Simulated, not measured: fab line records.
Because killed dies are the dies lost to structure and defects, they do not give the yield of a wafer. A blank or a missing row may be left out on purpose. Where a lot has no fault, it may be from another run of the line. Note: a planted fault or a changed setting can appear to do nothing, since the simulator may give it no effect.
Matching of chambers ; flow n5_finfet ; N5_BEOL_M0_ALD_136 on ald_metal-03 has 4 sister chambers
The step deposits TaN, pulse time 2 s, purge time 3 s, co reactant purge time 2 s. 16 wafers are shown with their chamber, then 8 later ones without.

== EACH WAFER AND ITS CHAMBER ==
wafer;chamber;heater_power_w (W)
L074.1;2;314
L074.5;3;375
L074.6;0;494
L077.2;0;485
L077.3;1;435
L077.6;0;502
L080.1;1;444
L080.5;0;496
L080.6;1;441
L083.1;2;312
L083.4;1;430
L083.5;3;372
L084.2;0;483
L084.3;3;374
L084.6;0;488
L087.1;3;380

SIGNATURES, as means of the wafers listed above
reading;chamber 0;chamber 1;chamber 2;chamber 3;scatter within a chamber
heater_power_w;491.33;437.50;313.00;375.25;5.9
Rule: a wafer lies at a distance from a chamber equal to the root of the sum of squares, over the readings, of (its reading less the chamber's mean, divided by the reading's scatter). If the next closest chamber is less than 2 further off than the closest, the wafer can't be placed; otherwise it belongs to the closest. The scatter: take each reading less its chamber's mean, square it, sum over the shown wafers, divide by the number of wafers less the number of chambers, and take the root.

== WAFERS WITH NO CHAMBER GIVEN ==
wafer;heater_power_w (W)
L087.2;481
L087.3;438
L093.1;493
L093.3;377
L093.4;438
L095.1;375
L095.4;479
L095.6;307

== WHICH CHAMBER EACH ONE RAN IN ==
wafer;from the rows above;in truth
L087.2;0;0
L087.3;1;1
L093.1;0;0
L093.3;3;3
L093.4;1;1
L095.1;3;3
L095.4;0;0
L095.6;2;2
Placed correctly: 8 of 8. Can't be placed from these rows: 0. 0 placed wrongly.
